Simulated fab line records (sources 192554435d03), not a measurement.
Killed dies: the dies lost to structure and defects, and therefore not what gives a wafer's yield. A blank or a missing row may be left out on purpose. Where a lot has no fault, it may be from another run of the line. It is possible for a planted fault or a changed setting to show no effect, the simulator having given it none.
Matching of chambers || flow n5 finfet || N5_BEOL_M6_ILD_DEP_00 on pecvd-04 has 3 sister chambers
The step deposits SiCOH lowk from DEMS/porogen, target thk 179.75 nm, time 33.4 s. 3 wafers are shown with their chamber, then 10 later ones without.

WAFERS PAIRED WITH THEIR CHAMBERS
{"wafer": "L090.2", "chamber": 2, "throttle valve pct (%)": 13.5}
{"wafer": "L092.1", "chamber": 0, "throttle valve pct (%)": 13.6}
{"wafer": "L092.3", "chamber": 1, "throttle valve pct (%)": 13.7}

WAFERS MISSING THEIR CHAMBER
{"wafer": "L092.6", "throttle valve pct (%)": 14.3}
{"wafer": "L093.1", "throttle valve pct (%)": 13.6}
{"wafer": "L093.3", "throttle valve pct (%)": 14.0}
{"wafer": "L093.6", "throttle valve pct (%)": 13.4}
{"wafer": "L095.1", "throttle valve pct (%)": 14.1}
{"wafer": "L095.2", "throttle valve pct (%)": 13.8}
{"wafer": "L095.5", "throttle valve pct (%)": 13.4}
{"wafer": "L097.1", "throttle valve pct (%)": 13.9}
{"wafer": "L097.2", "throttle valve pct (%)": 14.0}
{"wafer": "L097.5", "throttle valve pct (%)": 13.7}

EACH ONE'S CHAMBER
{"wafer": "L092.6", "from the rows above": "can't be placed: 1 or 0 or 2", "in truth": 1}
{"wafer": "L093.1", "from the rows above": "can't be placed: 0 or 1 or 2", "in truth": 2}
{"wafer": "L093.3", "from the rows above": "can't be placed: 1 or 0 or 2", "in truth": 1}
{"wafer": "L093.6", "from the rows above": "can't be placed: 2 or 0 or 1", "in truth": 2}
{"wafer": "L095.1", "from the rows above": "can't be placed: 1 or 0 or 2", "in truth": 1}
{"wafer": "L095.2", "from the rows above": "can't be placed: 1 or 0 or 2", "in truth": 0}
{"wafer": "L095.5", "from the rows above": "can't be placed: 2 or 0 or 1", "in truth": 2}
{"wafer": "L097.1", "from the rows above": "can't be placed: 1 or 0 or 2", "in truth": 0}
{"wafer": "L097.2", "from the rows above": "can't be placed: 1 or 0 or 2", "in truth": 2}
{"wafer": "L097.5", "from the rows above": "can't be placed: 1 or 0 or 2", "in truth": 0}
Correct placement for 0 of the 10. Can't be placed from these rows: 10 (the true chamber is among the candidates in 10). Placed wrongly: 0.
How it was worked out, from the rows above alone: a wafer's distance from a chamber is the root of the sum, over the readings, of the square of ((its reading less the chamber's mean) divided by the reading's scatter). The wafer belongs to the nearest chamber; if the next one is less than 2 further off, it can't be placed. For every chamber, the mean is computed from those of its wafers that are shown. The scatter: with one shown wafer a chamber, the root of the mean of the squares of how far each hidden wafer lies from its nearest shown one.
